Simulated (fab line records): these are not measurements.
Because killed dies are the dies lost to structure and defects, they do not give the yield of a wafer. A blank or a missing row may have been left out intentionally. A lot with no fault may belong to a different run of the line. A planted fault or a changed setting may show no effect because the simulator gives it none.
fab line records    flow n5Finfet
[record] lots = 7  wafers = 21
route steps=1938 shown BEOL_M3@950 BEOL_M4@1026 BEOL_M5@1154
startH: start of the lot's first displayed wafer, in hours after the record's first day    waitH: hours elapsed since this lot's preceding step    " the same as in the row above    L1.1+2: a row that stands for several wafers    - no value, or no start was given    * or withheld: withheld    < > ~ a bound
route shown NAME@n: NAME is a module with steps in the file, n the number in the route of the first one    usual: average and standard deviation across the fault-free wafers    same: alike in all rows    chamber/n: place in a boat    sites: readings site by site    _std_site: their standard deviation    _edge_site: mean of outer sites minus mean of inner sites    radiusMm: for every site, how far away it sits from the centre of the wafer    mask NAME#n: copy n    behind: tool/chamber where the wafer was last shaped    hold: why the lot was held/for how many hours/how that ended    device: which transistor (n, p or np) failed to switch    end of line: the route-end tests of the same wafers    a step with no rows: only its recipe    killed: at the first sort, the dies lost to defects and structure; wafer yield is something else    map: per-die view of a wafer (x killed, . not killed, _ where there is no die)
set.NAME: the setting the step ran with; set.NAME@STEP: the setting that earlier step ran with    model.NAME: the simulator's own value behind a step, which no gauge read
lots where settings were altered on purpose, with a table for each step and a row for each wafer
[[steps]]
[step N5_BEOL_M3_ETCH_64]
[recipe] chemistry = N2/H2  target = SOC  targetDepthA = 750  overetchA = 150  maskMaterial = SiARC  tempC = 40  timeS = 112.5  ionEnergyEv = 200  pressureMtorr = 30  sourceW = 840  biasW = 150  n2FlowSccm = 200  h2FlowSccm = 200
lot.wafer   tool        chamber  startH  waitH  set.timeS  set.doseMj@BEOL_M3_EXPOSE_08  model.BEOL_M3.cdOffsetNm
L074.2+3    rieDiel-04  3,1      148.00  0.0    112.5      33                            0.2
L074.4      "           2        "       "      112.5      32.15                         -0.4
L076.1      rieDiel-04  0        161.51  0.0    112.5      30.81                         -1
L076.2      "           3        "       "      112.5      33                            -0.2
L076.4      "           1        "       "      93.31      30.81                         -1.8
L081.1+2+4  rieDiel-05  2,3,0    207.53  0.0    112.5      33                            -0.2
L083.3      rieDiel-04  1        216.13  0.0    112.5      30.79                         -1.6
L083.4      "           0        "       "      112.5      33                            0.2
L083.6      "           0        "       "      112.5      30.79                         -1.4
L086.2+4    rieDiel-05  1,0      228.27  0.0    112.5      34.54                         0.8
L086.5      "           0        "       "      112.5      34.54                         0.6
L088.1      rieDiel-03  0        241.30  0.0    112.5      33                            0.6
L088.3      "           3        "       "      112.5      33                            0.2
L088.4      "           1        "       "      112.5      33                            0.4
L090.2      rieDiel-03  2        247.17  0.0    112.5      33                            0.2
L090.3      "           1        "       "      112.5      31.84                         -0.8
L090.5      "           2        "       "      112.5      33                            -0.2
[step N5_BEOL_M3_STRIP_65]
[recipe] chemistry = N2/H2  tempC = 40  n2FlowSccm = 200  h2FlowSccm = 200  rfFrequencyHz = 6e+07
[step N5_BEOL_M3_STRIP_75]
[recipe] chemistry = N2/H2  tempC = 40  n2FlowSccm = 200  h2FlowSccm = 200  rfFrequencyHz = 6e+07
[step N5_BEOL_M3_STRIP_66]
[recipe] chemistry = CF4  resist = SiARC  powerW = 300  biasPowerW = 75  pressureMtorr = 50  cf4FlowSccm = 150  rfFrequencyHz = 6e+07
[step N5_BEOL_M3_HM_OPEN_17]
[recipe] chemistry = Cl2/BCl3  targetDepthA = 200  overetchA = 60  target = TiN  maskMaterial = SOC  ionEnergyEv = 150  pressureMtorr = 10  icpW = 1000  biasW = 126  Cl2_flow_sccm = 53.25  bcl3FlowSccm = 21.75  Ar_flow_sccm = 25
lot.wafer   tool         chamber  startH  waitH  set.doseMj@BEOL_M3_EXPOSE_08  model.BEOL_M3.cdOffsetNm
L074.2      rieMetal-01  0        148.17  0.0    33                            0.2
L074.3      "            1        "       "      33                            0
L074.4      "            0        "       "      32.15                         -0.4
L076.1      rieMetal-03  1        161.67  0.0    30.81                         -1
L076.2      "            0        "       "      33                            -0.2
L076.4      "            0        "       "      30.81                         -1.8
L081.1+2+4  rieMetal-02  0        207.69  0.0    33                            -0.2
L083.3      rieMetal-01  0        216.33  0.1    30.79                         -1.6
L083.4      "            1        "       "      33                            0
L083.6      "            0        "       "      30.79                         -1.4
L086.2+4    rieMetal-03  1        228.44  0.0    34.54                         0.8
L086.5      "            0        "       "      34.54                         0.6
L088.1      rieMetal-01  0        241.47  0.0    33                            0.6
L088.3+4    "            0,1      "       "      33                            0.2
L090.2      rieMetal-02  0        247.34  0.0    33                            0.2
L090.3      "            0        "       "      31.84                         -0.8
L090.5      "            0        "       "      33                            0
[step N5_BEOL_M3_STRIP_19]
[recipe] chemistry = O2  powerW = 400  tempC = 40  pressureMtorr = 30  rfFrequencyHz = 6e+07  biasPowerW = 0  overashFraction = 0.2  o2FlowSccm = 225
[step N5_BEOL_M3_CD_MEAS_18]
[recipe] pitchNm = 36  targetCdNm = 18
[usual] cdNm = 18.0/0.3
lot.wafer  tool      chamber  startH  waitH  set.doseMj@BEOL_M3_EXPOSE_08  cdNm
L074.2     cdSem-01  -        148.35  0.1    33                            18.2
L074.3     "         -        "       "      33                            17.9
L074.4     "         -        "       "      32.15                         17.4
L076.1     cdSem-02  -        161.86  0.0    30.81                         17.0
L076.2     "         -        "       "      33                            18.1
L076.4     "         -        "       "      30.81                         16.1
L081.1     cdSem-03  -        207.97  0.0    33                            18.0
L081.2     "         -        "       "      33                            17.8
L081.4     "         -        "       "      33                            18.3
L083.3     cdSem-02  -        216.49  0.1    30.79                         16.6
L083.4     "         -        "       "      33                            18.1
L083.6     "         -        "       "      30.79                         16.6
L086.2     cdSem-02  -        228.62  0.1    34.54                         18.8
L086.4     "         -        "       "      34.54                         19.1
L086.5     "         -        "       "      34.54                         19.0
L088.1     cdSem-03  -        241.81  0.0    33                            18.4
L088.3     "         -        "       "      33                            18.2
L088.4     "         -        "       "      33                            18.2
L090.2     cdSem-01  -        247.53  0.1    33                            18.2
L090.3     "         -        "       "      31.84                         16.9
L090.5     "         -        "       "      33                            18.2
[step N5_BEOL_M3_COAT_67]
[recipe] resist = SOC  tempC = 250  timeS = 60  spinRpm = 1500  resistThkNm = 60
[step N5_BEOL_M3_COAT_68]
[recipe] resist = SiARC  tempC = 220  timeS = 60  spinRpm = 1500  resistThkNm = 12
[step N5_BEOL_M3_PRECLEAN_42]
[recipe] chemistry = residueRemover  timeS = 60  tempC = 40
[step N5_BEOL_M3_SRD_43]
[recipe] timeS = 30  tempC = 23  rinseLiquid = diw  dry = ipaMarangoni
[step N5_BEOL_M3_CD_MEAS_35]
[recipe] targetCdNm = 18  targetCdYNm = 21  polarity = opening
[usual] cdNm = 17.99/0.27
lot.wafer  tool      chamber  startH  waitH  set.doseMj@BEOL_M3_EXPOSE_08  cdNm
L074.2     cdSem-03  -        149.77  0.0    33                            18.10
L074.3     "         -        "       "      33                            17.97
L074.4     "         -        "       "      32.15                         18.02
L076.1     cdSem-01  -        163.35  0.0    30.81                         17.04
L076.2     "         -        "       "      33                            17.85
L076.4     "         -        "       "      30.81                         16.28
L081.1     cdSem-02  -        211.04  0.0    33                            17.80
L081.2     "         -        "       "      33                            17.78
L081.4     "         -        "       "      33                            17.59
L083.3     cdSem-01  -        223.78  0.0    30.79                         16.61
L083.4     "         -        "       "      33                            18.03
L083.6     "         -        "       "      30.79                         16.45
L086.2     cdSem-03  -        237.13  0.0    34.54                         18.84
L086.4     "         -        "       "      34.54                         18.80
L086.5     "         -        "       "      34.54                         18.53
L088.1     cdSem-03  -        249.26  0.0    33                            17.91
L088.3     "         -        "       "      33                            18.05
L088.4     "         -        "       "      33                            18.37
L090.2     cdSem-02  -        266.12  0.0    33                            18.14
L090.3     "         -        "       "      31.84                         17.15
L090.5     "         -        "       "      33                            18.02
[step N5_BEOL_M4_COAT_62]
[recipe] resist = SiARC  tempC = 220  timeS = 60  spinRpm = 1500  resistThkNm = 12
lot.wafer   tool           chamber  startH  waitH  set.spinRpm  model.SiARC_of_BEOL_M4_COAT_62.thkNm
L074.2+3+4  lithoTrack-05  0        -       -      1500         12
L076.1+2+4  lithoTrack-03  0        -       -      1500         12
L081.1+2+4  lithoTrack-01  0        -       -      1500         12
L083.3      lithoTrack-05  0        -       -      1500         12
L083.4+6    "              0        "       "      1566         11.8
L086.2      lithoTrack-03  0        -       -      1435         12.2
L086.4+5    "              0        "       "      1500         12
L088.1      lithoTrack-01  0        -       -      1500         12
L088.3+4    "              0        "       "      1620         11.6
L090.2+3    lithoTrack-05  0        -       -      1599         11.6
L090.5      "              0        "       "      1500         12
[step N5_BEOL_M4_DESCUM_16]
[recipe] chemistry = O2  timeS = 7  sourcePowerW = 50  biasPowerW = 20  pressureMtorr = 20  rfFrequencyHz = 2.712e+07  tempC = 40  resist = CAR-EUV  o2FlowSccm = 225
lot.wafer  tool        chamber  startH  waitH  set.timeS  model.CAR-EUV_of_BEOL_M4_COAT_05.thkNm
L074.2+3   rieDiel-02  3,1      158.27  0.1    7          26
L074.4     "           2        "       "      7          26.2
L076.1+2   rieDiel-02  0,1      170.70  0.0    7          26
L076.4     "           3        "       "      8.22       25.4
L081.1+2   rieDiel-02  1,2      216.67  0.0    7          26.2
L081.4     "           0        "       "      7          26
L083.3     rieDiel-01  0        237.01  0.3    7          26
L083.4+6   "           2,0      "       "      7          26.2
L086.2     rieDiel-06  2        244.05  0.2    7          26
L086.4+5   "           2,3      "       "      8.486      25.4
L088.1     rieDiel-06  3        256.55  0.2    8.264      25.6
L088.3+4   "           1,0      "       "      7          26.2
L090.2     rieDiel-02  2        271.07  0.3    6.146      26.4
L090.3+5   "           3,2      "       "      7          26
[step N5_BEOL_M4_ETCH_74]
[recipe] chemistry = N2/H2  target = underlayer  targetDepthA = 65  maskMaterial = CAR-EUV  timeS = 5.2  ionEnergyEv = 200  pressureMtorr = 30  sourceW = 840  biasW = 150  n2FlowSccm = 200  h2FlowSccm = 200  ends = cleared
lot.wafer   tool        chamber  startH  waitH  set.timeS@BEOL_M4_DESCUM_16  model.CAR-EUV_of_BEOL_M4_COAT_05.thkNm
L074.2+3+4  rieDiel-02  3,1,2    158.30  0.0    7                            20.4
L076.1      rieDiel-02  0        170.74  0.0    7                            20.4
L076.2      "           1        "       "      7                            20.2
L076.4      "           3        "       "      8.22                         19.8
L081.1+2+4  rieDiel-02  1,2,0    216.71  0.0    7                            20.4
L083.3+4+6  rieDiel-01  0,2,0    237.05  0.0    7                            20.4
L086.2      rieDiel-06  2        244.08  0.0    7                            20.4
L086.4      "           2        "       "      8.486                        19.6
L086.5      "           3        "       "      8.486                        19.8
L088.1      rieDiel-06  3        256.58  0.0    8.264                        19.8
L088.3+4    "           1,0      "       "      7                            20.4
L090.2      rieDiel-02  2        271.11  0.0    6.146                        20.8
L090.3+5    "           3,2      "       "      7                            20.2
[step N5_BEOL_M4_ETCH_63]
[recipe] chemistry = CF4  target = SiARC  targetDepthA = 156  maskMaterial = CAR-EUV  timeS = 26  ionEnergyEv = 80  pressureMtorr = 40  sourceW = 545  biasW = 36  Ar_flow_sccm = 100  cf4FlowSccm = 100  ends = cleared
lot.wafer  tool        chamber  startH  waitH  set.spinRpm@BEOL_M4_COAT_62  set.timeS@BEOL_M4_DESCUM_16  model.etch.depthNm  model.CAR-EUV_of_BEOL_M4_COAT_05.thkNm
L074.2     rieDiel-02  3        158.32  0.0    1500                         7                            12.03               11
L074.3     "           1        "       "      1500                         7                            12.02               11
L074.4     "           2        "       "      1500                         7                            12                  11.2
L076.1     rieDiel-02  0        170.75  0.0    1500                         7                            12                  11.2
L076.2     "           1        "       "      1500                         7                            12.05               11
L076.4     "           3        "       "      1500                         8.22                         12.02               10.6
L081.1     rieDiel-02  1        216.73  0.0    1500                         7                            12.03               11.2
L081.2     "           2        "       "      1500                         7                            12.04               11.2
L081.4     "           0        "       "      1500                         7                            12.06               11
L083.3     rieDiel-01  0        237.07  0.0    1500                         7                            12.03               11
L083.4     "           2        "       "      1566                         7                            11.76               11.4
L083.6     "           0        "       "      1566                         7                            11.75               11.4
L086.2     rieDiel-06  2        244.10  0.0    1435                         7                            12.28               11
L086.4     "           2        "       "      1500                         8.486                        12.05               10.4
L086.5     "           3        "       "      1500                         8.486                        12.02               10.4
L088.1     rieDiel-06  3        256.60  0.0    1500                         8.264                        12.07               10.6
L088.3+4   "           1,0      "       "      1620                         7                            11.61               11.6
L090.2     rieDiel-02  2        271.12  0.0    1599                         6.146                        11.6                11.8
L090.3     "           3        "       "      1599                         7                            11.61               11.4
L090.5     "           2        "       "      1500                         7                            12                  11
[step N5_BEOL_M4_ETCH_64]
[recipe] chemistry = N2/H2  target = SOC  targetDepthA = 750  overetchA = 225  maskMaterial = SiARC  tempC = 40  timeS = 121.9  ionEnergyEv = 200  pressureMtorr = 30  sourceW = 840  biasW = 150  n2FlowSccm = 200  h2FlowSccm = 200
lot.wafer   tool        chamber  startH  waitH  set.spinRpm@BEOL_M4_COAT_62  model.SiARC_of_BEOL_M4_COAT_62.thkNm
L074.2+3+4  rieDiel-02  3,1,2    158.35  0.0    1500                         6.4
L076.1      rieDiel-02  0        170.78  0.0    1500                         6.2
L076.2+4    "           1,3      "       "      1500                         6.4
L081.1+2    rieDiel-02  1,2      216.75  0.0    1500                         6.4
L081.4      "           0        "       "      1500                         6.2
L083.3      rieDiel-01  0        237.09  0.0    1500                         6.4
L083.4      "           2        "       "      1566                         6
L083.6      "           0        "       "      1566                         6.2
L086.2      rieDiel-06  2        244.13  0.0    1435                         6.6
L086.4+5    "           2,3      "       "      1500                         6.2
L088.1      rieDiel-06  3        256.63  0.0    1500                         6.4
L088.3+4    "           1,0      "       "      1620                         6
L090.2+3    rieDiel-02  2,3      271.15  0.0    1599                         5.8
L090.5      "           2        "       "      1500                         6.2
[step N5_BEOL_M4_ETCH_70]
[recipe] chemistry = N2/H2  target = SOC  targetDepthA = 800  overetchA = 240  maskMaterial = SiARC  tempC = 40  timeS = 130  ionEnergyEv = 200  pressureMtorr = 30  sourceW = 840  biasW = 150  n2FlowSccm = 200  h2FlowSccm = 200
[usual] rfVppV = 524/3.7
lot.wafer  tool        chamber  startH  waitH  set.biasW  rfVppV  model.SiARC_of_BEOL_M4_COAT_68.thkNm
L074.2     rieDiel-06  2        163.03  0.0    150        524     5.8
L074.3     "           3        "       "      136.4      493     6.4
L074.4     "           0        "       "      150        528     6
L076.1     rieDiel-01  3        171.96  0.0    150        527     5.8
L076.2     "           2        "       "      150        517     5.8
L076.4     "           0        "       "      150        520     5.8
L081.1     rieDiel-02  2        218.80  0.0    150        521     5.8
L081.2     "           3        "       "      150        523     5.8
L081.4     "           1        "       "      150        528     5.8
L083.3     rieDiel-01  3        241.89  0.0    167.9      563     5.2
L083.4     "           1        "       "      167.9      561     5.4
L083.6     "           3        "       "      150        527     6
L086.2     rieDiel-06  0        246.80  0.0    141.1      508     6.4
L086.4     "           1        "       "      150        529     6
L086.5     "           0        "       "      141.1      508     6.4
L088.1     rieDiel-02  0        261.22  0.0    150        527     5.6
L088.3     "           2        "       "      150        522     5.8
L088.4     "           3        "       "      150        523     5.8
L090.2     rieDiel-01  2        278.36  0.0    142        499     6.2
L090.3     "           3        "       "      150        526     6
L090.5     "           2        "       "      150        517     5.8
[step N5_BEOL_M4_TRENCH_ETCH_37]
[recipe] chemistry = C4F6/O2  targetDepthA = 555.55  target = SiOC  timeS = 29.2  ionEnergyEv = 250  pressureMtorr = 30  sourceW = 355  biasW = 185  Ar_flow_sccm = 300  C4F6_flow_sccm = 10  O2_flow_sccm = 10
[usual] rfVppV = 665/5.2
lot.wafer  tool        chamber  startH  waitH  set.biasW  rfVppV  model.etch.depthNm  model.BEOL_M4.featureDepthNm
L074.2     rieDiel-06  2        -       -      164.8      607     52.95               53
L074.3     "           3        "       "      185        674     55.28               55.2
L074.4     "           0        "       "      164.8      609     52.86               52.8
L076.1     rieDiel-01  3        -       -      185        666     54.88               54.8
L076.2     "           2        "       "      167.3      607     53.61               53.6
L076.4     "           0        "       "      167.3      613     52.15               52.2
L081.1     rieDiel-02  2        -       -      185        673     54.84               54.8
L081.2     "           3        "       "      185        663     55.97               56
L081.4     "           1        "       "      185        664     56.03               56
L083.3     rieDiel-01  3        -       -      194.7      692     56.15               56.2
L083.4     "           1        "       "      185        659     54.43               54.4
L083.6     "           3        "       "      194.7      693     55.88               55.8
L086.2     rieDiel-06  0        -       -      202.2      717     56.62               56.6
L086.4     "           1        "       "      185        668     55.01               55
L086.5     "           0        "       "      185        669     54.76               54.8
L088.1     rieDiel-02  0        -       -      207.1      733     58.1                58
L088.3     "           2        "       "      207.1      736     58.94               59
L088.4     "           3        "       "      185        662     55.81               55.8
L090.2     rieDiel-01  2        -       -      185        656     54.98               55
L090.3     "           3        "       "      185        665     55.07               55
L090.5     "           2        "       "      205        713     57.03               57
[step N5_BEOL_M4_ETCH_41]
[recipe] chemistry = CH3F/O2  target = SiCN  targetDepthA = 299  taperDeg = 2  timeS = 52.5  ionEnergyEv = 120  maskMaterial = TiN  pressureMtorr = 30  sourceW = 395  biasW = 75  Ar_flow_sccm = 150  CH3F_flow_sccm = 30  O2_flow_sccm = 20
[step N5_BEOL_M4_STRIP_97]
[recipe] chemistry = N2/H2  timeS = 10  powerW = 450  tempC = 40  pressureMtorr = 20  rfFrequencyHz = 6e+07  biasPowerW = 7  n2FlowSccm = 200  h2FlowSccm = 200
[step N5_BEOL_M4_OCD_MEAS_38]
[usual] trenchDepthNm = 55.2/0.72
lot.wafer  tool    chamber  startH  waitH  set.biasW@BEOL_M4_TRENCH_ETCH_37  trenchDepthNm
L074.2     ocd-02  -        163.40  -      164.8                             52.9
L074.3     "       -        "       "      185                               55.2
L074.4     "       -        "       "      164.8                             52.9
L076.1     ocd-01  -        172.32  -      185                               54.5
L076.2     "       -        "       "      167.3                             54.1
L076.4     "       -        "       "      167.3                             51.8
L081.1     ocd-02  -        219.16  -      185                               55.1
L081.2     "       -        "       "      185                               55.5
L081.4     "       -        "       "      185                               55.7
L083.3     ocd-02  -        242.26  -      194.7                             56.3
L083.4     "       -        "       "      185                               54.2
L083.6     "       -        "       "      194.7                             56.0
L086.2     ocd-02  -        247.16  -      202.2                             56.7
L086.4     "       -        "       "      185                               54.9
L086.5     "       -        "       "      185                               54.9
L088.1     ocd-02  -        261.58  -      207.1                             57.9
L088.3     "       -        "       "      207.1                             58.6
L088.4     "       -        "       "      185                               55.8
L090.2     ocd-02  -        278.72  -      185                               55.0
L090.3     "       -        "       "      185                               55.3
L090.5     "       -        "       "      205                               56.9
[step N5_BEOL_M5_ETCH_68]
[recipe] chemistry = N2/H2  target = SOC  targetDepthA = 800  overetchA = 160  maskMaterial = SiARC  tempC = 40  timeS = 120  ionEnergyEv = 200  pressureMtorr = 30  sourceW = 840  biasW = 150  n2FlowSccm = 200  h2FlowSccm = 200
[usual] rfVppV = 523.8/2.3
lot.wafer  tool        chamber  startH  waitH  set.biasW  rfVppV  model.SiARC_of_BEOL_M5_COAT_66.thkNm
L074.2     rieDiel-04  1        172.73  0.0    150        528.6   6.4
L074.3     "           2        "       "      150        522.2   6.4
L074.4     "           3        "       "      150        526.4   6.6
L076.1     rieDiel-05  0        181.50  0.0    135.8      494.9   7.2
L076.2     "           3        "       "      150        525.2   6.6
L076.4     "           2        "       "      135.8      491.6   7
L081.1     rieDiel-05  0        228.70  0.0    150        526.6   6.4
L081.2     "           1        "       "      150        519.7   6.6
L081.4     "           2        "       "      150        524.5   6.2
L083.3     rieDiel-04  1        250.97  0.0    150        526.4   6.4
L083.4     "           3        "       "      150        526.5   6.6
L083.6     "           1        "       "      158.4      547.3   6
L086.2     rieDiel-04  3        257.49  0.0    150        525.5   6.6
L086.4     "           1        "       "      150        527.2   6.4
L086.5     "           3        "       "      150        526.1   6.6
L088.1     rieDiel-04  3        272.83  0.0    162.3      553.4   6.2
L088.3     "           0        "       "      162.3      551.3   6
L088.4     "           1        "       "      162.3      554.0   6
L090.2     rieDiel-05  3        287.43  0.0    150        523.5   6.6
L090.3     "           2        "       "      150        523.3   6.4
L090.5     "           2        "       "      172.8      572.5   5.4
[step N5_BEOL_M5_VIA_ETCH_34]
[recipe] chemistry = C4F6/O2  target = SiCOH_lowk  targetDepthA = 883  maskMaterial = SOC  taperDeg = 4  timeS = 39.2  ionEnergyEv = 250  pressureMtorr = 30  sourceW = 345  biasW = 185  Ar_flow_sccm = 300  C4F6_flow_sccm = 10  O2_flow_sccm = 10
[usual] rfVppV = 667/6.9
lot.wafer  tool        chamber  startH  waitH  set.sourceW  rfVppV
L074.2     rieDiel-04  1        172.83  0.0    345          660
L074.3     "           2        "       "      345          668
L074.4     "           3        "       "      377.6        640
L076.1     rieDiel-05  0        181.60  0.0    286.6        737
L076.2     "           3        "       "      286.6        733
L076.4     "           2        "       "      345          680
L081.1     rieDiel-05  0        228.80  0.0    345          671
L081.2     "           1        "       "      345          652
L081.4     "           2        "       "      345          680
L083.3     rieDiel-04  1        251.07  0.0    345          661
L083.4     "           3        "       "      366.4        651
L083.6     "           1        "       "      366.4        640
L086.2     rieDiel-04  3        257.59  0.0    345          672
L086.4     "           1        "       "      345          661
L086.5     "           3        "       "      345          672
L088.1     rieDiel-04  3        272.93  0.0    319.2        699
L088.3     "           0        "       "      345          662
L088.4     "           1        "       "      345          661
L090.2     rieDiel-05  3        287.53  0.0    345          665
L090.3     "           2        "       "      380.6        647
L090.5     "           2        "       "      345          679
[[key]]
[split] step = N5_BEOL_M3_ETCH_64  setting = timeS  stated = 112.5  by = wafer
response none clear
[split] step = N5_BEOL_M4_COAT_62  setting = spinRpm  stated = 1500  by = wafer
[response] step = N5_BEOL_M4_COAT_62  reading = model.SiARC_of_BEOL_M4_COAT_62.thkNm  change = -0.0521  per = 1%  r = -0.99
[response] step = N5_BEOL_M4_ETCH_63  reading = model.etch.depthNm  change = -0.0586  per = 1%  r = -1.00
[response] step = N5_BEOL_M4_ETCH_64  reading = model.SiARC_of_BEOL_M4_COAT_62.thkNm  change = -0.061  per = 1%  r = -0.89
[split] step = N5_BEOL_M4_DESCUM_16  setting = timeS  stated = 7  by = wafer
[response] step = N5_BEOL_M4_DESCUM_16  reading = model.CAR-EUV_of_BEOL_M4_COAT_05.thkNm  change = -0.0317  per = 1%  r = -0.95
[response] step = N5_BEOL_M4_ETCH_74  reading = model.CAR-EUV_of_BEOL_M4_COAT_05.thkNm  change = -0.0339  per = 1%  r = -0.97
[response] step = N5_BEOL_M4_ETCH_63  reading = model.CAR-EUV_of_BEOL_M4_COAT_05.thkNm  change = -0.0381  per = 1%  r = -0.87
[split] step = N5_BEOL_M4_ETCH_70  setting = biasW  stated = 150  by = wafer
[response] step = N5_BEOL_M4_ETCH_70  reading = rfVppV  change = +3.33  per = 1%  r = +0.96
[response] step = N5_BEOL_M4_ETCH_70  reading = model.SiARC_of_BEOL_M4_COAT_68.thkNm  change = -0.0585  per = 1%  r = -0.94
[split] step = N5_BEOL_M4_TRENCH_ETCH_37  setting = biasW  stated = 185  by = wafer
[response] step = N5_BEOL_M4_TRENCH_ETCH_37  reading = rfVppV  change = +5.69  per = 1%  r = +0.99
[response] step = N5_BEOL_M4_TRENCH_ETCH_37  reading = model.etch.depthNm  change = +0.212  per = 1%  r = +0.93
[response] step = N5_BEOL_M4_TRENCH_ETCH_37  reading = model.BEOL_M4.featureDepthNm  change = +0.208  per = 1%  r = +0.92
[response] step = N5_BEOL_M4_OCD_MEAS_38  reading = trenchDepthNm  change = +0.198  per = 1%  r = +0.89
[split] step = N5_BEOL_M5_ETCH_68  setting = biasW  stated = 150  by = wafer
[response] step = N5_BEOL_M5_ETCH_68  reading = rfVppV  change = +3.31  per = 1%  r = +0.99
[response] step = N5_BEOL_M5_ETCH_68  reading = model.SiARC_of_BEOL_M5_COAT_66.thkNm  change = -0.0689  per = 1%  r = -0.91
[split] step = N5_BEOL_M5_VIA_ETCH_34  setting = sourceW  stated = 345  by = wafer
[response] step = N5_BEOL_M5_VIA_ETCH_34  reading = rfVppV  change = -3.11  per = 1%  r = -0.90
split outsideThisFile step=N5_BEOL_M3_EXPOSE_08 setting=doseMj
// split outsideThisFile: this setting was split too, and the file shows its column; the key of that split is in another file
